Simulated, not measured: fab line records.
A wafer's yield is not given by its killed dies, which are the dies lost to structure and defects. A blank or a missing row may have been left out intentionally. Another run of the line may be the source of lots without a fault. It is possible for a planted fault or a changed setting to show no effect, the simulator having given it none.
Matching of chambers | flow n5 finfet | N5_BEOL_M0_SAQP_PECVD_03 on pecvd-03 has 3 sister chambers
The step deposits SiCN from 3MS/NH3, target thk 12 nm, time 21.1 s. 3 wafers are shown with their chamber, then 10 later ones without.

WAFERS, EACH WITH ITS CHAMBER
wafer  | chamber | throttle valve pct (%)
L085.4 | 1       | 9.5
L091.4 | 2       | 8.3
L091.5 | 0       | 9.7

WAFERS WITH NO CHAMBER GIVEN
wafer  | throttle valve pct (%)
L091.6 | 9.7
L094.1 | 8.2
L094.3 | 9.6
L094.5 | 9.4
L095.4 | 8.5
L095.5 | 9.5
L095.6 | 9.6
L097.2 | 7.9
L097.3 | 9.7
L097.5 | 9.5

EACH ONE'S CHAMBER
wafer  | from the rows above     | in truth
L091.6 | can't be placed: 0 or 1 | 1
L094.1 | 2                       | 2
L094.3 | can't be placed: 0 or 1 | 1
L094.5 | can't be placed: 1 or 0 | 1
L095.4 | 2                       | 2
L095.5 | can't be placed: 1 or 0 | 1
L095.6 | can't be placed: 0 or 1 | 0
L097.2 | 2                       | 2
L097.3 | can't be placed: 0 or 1 | 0
L097.5 | can't be placed: 1 or 0 | 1
Placed correctly: 3 of 10. These rows do not allow placing 7 (true chamber among the candidates in 7). Placed wrongly: 0.
How it was worked out, from the rows above alone: a wafer's distance from a chamber is the root of the sum, over the readings, of the square of ((its reading less the chamber's mean) divided by the reading's scatter). The wafer belongs to the nearest chamber; if the next one is less than 2 further off, it can't be placed. A chamber's mean is the mean of its shown wafers. The scatter (one wafer shown for each chamber): square how far every hidden wafer sits from the nearest shown wafer, average those squares and take the square root.
